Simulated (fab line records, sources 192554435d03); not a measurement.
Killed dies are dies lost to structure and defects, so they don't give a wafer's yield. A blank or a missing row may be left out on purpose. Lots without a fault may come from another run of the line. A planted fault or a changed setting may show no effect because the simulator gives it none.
Split-lot experiment | flow n5_finfet | 7 lots, 21 wafers read, on a route of 1938 steps

THE SPLIT
At N5_PMOS_HMC_CHANNEL_EPI_HM_DEP_34 (deposits SiO2 from TEOS/O2, target thk 36 nm, time 6.9 s), the setting time_s was moved away from the recipe's 6.9 s on 6 of the 21 wafers read, by -14.7% to +12.9%. The other wafers ran this setting at the recipe's value.

FROM THE SPLIT TO THE READING: what the file shows between them, 9 steps
- N5_PMOS_HMC_CHANNEL_EPI_EXPOSE_06: exposes mask PMOS HMC BLK, target cd 240 nm (also split here: dose_mj)
- N5_PMOS_HMC_CHANNEL_EPI_PEB_07: peb time 60 s
- N5_PMOS_HMC_CHANNEL_EPI_DEVELOP_08: develop time 30 s
- N5_PMOS_HMC_CHANNEL_EPI_CD_MEAS_09: target cd 237.4 nm
- N5_PMOS_HMC_CHANNEL_EPI_DESCUM_14: chemistry O2, time 7.9 s
- N5_PMOS_HMC_CHANNEL_EPI_ETCH_32: etches BARC in N2/H2, stops on SiO2, target depth 85.8 nm, time 50.3 s
- N5_PMOS_HMC_CHANNEL_EPI_HM_OPEN_15: chemistry CHF3/O2, target SiO2, target depth 40.6 nm, time 20.3 s
- N5_PMOS_HMC_CHANNEL_EPI_STRIP_33: strips in N2/H2
- N5_PMOS_HMC_CHANNEL_EPI_STRIP_17: strips in SPM, time 750 s

THE READING
SiO2_of_PMOS_HMC_CHANNEL_EPI_HM_DEP_34.thk_nm (the simulator's own value, which no gauge read), in nm, at N5_PMOS_HMC_CHANNEL_EPI_ETCH_38 (etches SiO2 in CF4, target depth 1.5 nm). The file gives no usual value for it. The 15 wafers here that ran the recipe average 34.62 nm, standard deviation 0.42 nm.

wafer  | tool, chamber at the split | time_s as run, s | against the recipe | SiO2_of_PMOS_HMC_CHANNEL_EPI_HM_DEP_34.thk_nm, nm | against lot-mates on the recipe
L074.2 | pecvd-03, 2                | 6.9              | recipe             | 34.71                                             | -
L074.4 | pecvd-03, 1                | 6.9              | recipe             | 35.55                                             | -
L074.6 | pecvd-03, 2                | 6.9              | recipe             | 35.05                                             | -
L077.3 | pecvd-03, 1                | 5.888            | -14.7%             | 29.23                                             | -5.56
L077.4 | pecvd-03, 0                | 5.888            | -14.7%             | 30.17                                             | -4.62
L077.6 | pecvd-03, 2                | 6.9              | recipe             | 34.79                                             | -
L078.3 | pecvd-02, 1                | 6.9              | recipe             | 34.62                                             | -
L078.5 | pecvd-02, 1                | 6.9              | recipe             | 34.76                                             | -
L078.6 | pecvd-02, 0                | 6.9              | recipe             | 34.72                                             | -
L079.2 | pecvd-01, 2                | 6.9              | recipe             | 34.49                                             | -
L079.5 | pecvd-01, 2                | 6.9              | recipe             | 35.04                                             | -
L079.6 | pecvd-01, 1                | 6.9              | recipe             | 34.62                                             | -
L082.2 | pecvd-03, 2                | 6.9              | recipe             | 33.66                                             | -
L082.4 | pecvd-03, 1                | 7.791            | +12.9%             | 39.09                                             | +5.19
L082.6 | pecvd-03, 2                | 6.9              | recipe             | 34.14                                             | -
L094.3 | pecvd-03, 0                | 6.109            | -11.5%             | 30.12                                             | -4.26
L094.4 | pecvd-03, 1                | 6.9              | recipe             | 34.51                                             | -
L094.6 | pecvd-03, 2                | 6.9              | recipe             | 34.26                                             | -
L096.1 | pecvd-02, 2                | 6.412            | -7.1%              | 30.92                                             | -3.43
L096.2 | pecvd-02, 0                | 6.412            | -7.1%              | 31.88                                             | -2.47
L096.6 | pecvd-02, 2                | 6.9              | recipe             | 34.35                                             | -

THE FIT
A straight line over all 21 wafers: SiO2_of_PMOS_HMC_CHANNEL_EPI_HM_DEP_34.thk_nm changes by +0.358 nm for each +1% of time_s; r = +0.98; the points scatter about the line by 0.5 nm.
The same after taking each lot's own level away (the mean of its wafers on the recipe; 21 wafers): +0.372 nm for each +1%; r = +0.99; scatter 0.34 nm.
On that fit, the largest move of time_s shifts the reading by 5.5 nm.
The lots' own levels span 33.900 to 35.103 nm, that is 2.8 times the standard deviation above.
So the lot-to-lot level changes the slope little: the two slopes agree.
Check: with one of the wafers moved furthest among these (-14.7%) left out of the fit, the line predicts -5.38 nm for it against its lot-mates. It came out at -5.56 nm against them.

OTHER SPLITS ON THESE WAFERS
These wafers also went through other splits before the reading. Each is held against what the fit with the lots' levels taken away leaves over:
other split on the same wafers            | wafers away from the commonest value | r with SiO2_of_PMOS_HMC_CHANNEL_EPI_HM_DEP_34.thk_nm (lot level and that fit taken away)
N5_WELL_APT_EXPOSE_22 dose_mj             | 5                                    | +0.29
N5_WELL_APT_DEVELOP_24 develop_time_s     | 9                                    | +0.20
N5_PMOS_HMC_CHANNEL_EPI_EXPOSE_06 dose_mj | 7                                    | +0.22

THE WHOLE CHAIN: every reading that the file lists as answering this split, in the file's order
step                              | what it does                                             | reading                                                                                        | change (the file's fit)               | r (the file's)
N5_PMOS_HMC_CHANNEL_EPI_HM_DEP_34 | deposits SiO2 from TEOS/O2, target thk 36 nm, time 6.9 s | SiO2_of_PMOS_HMC_CHANNEL_EPI_HM_DEP_34.thk_nm (the simulator's own value, which no gauge read) | +0.374 nm for each +1% of the setting | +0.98
N5_PMOS_HMC_CHANNEL_EPI_ETCH_38   | etches SiO2 in CF4, target depth 1.5 nm                  | SiO2_of_PMOS_HMC_CHANNEL_EPI_HM_DEP_34.thk_nm (the simulator's own value, which no gauge read) | +0.376 nm for each +1% of the setting | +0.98

THE FILE'S OWN FIT
SiO2_of_PMOS_HMC_CHANNEL_EPI_HM_DEP_34.thk_nm changes by +0.376 nm for each +1% of time_s, r = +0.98.
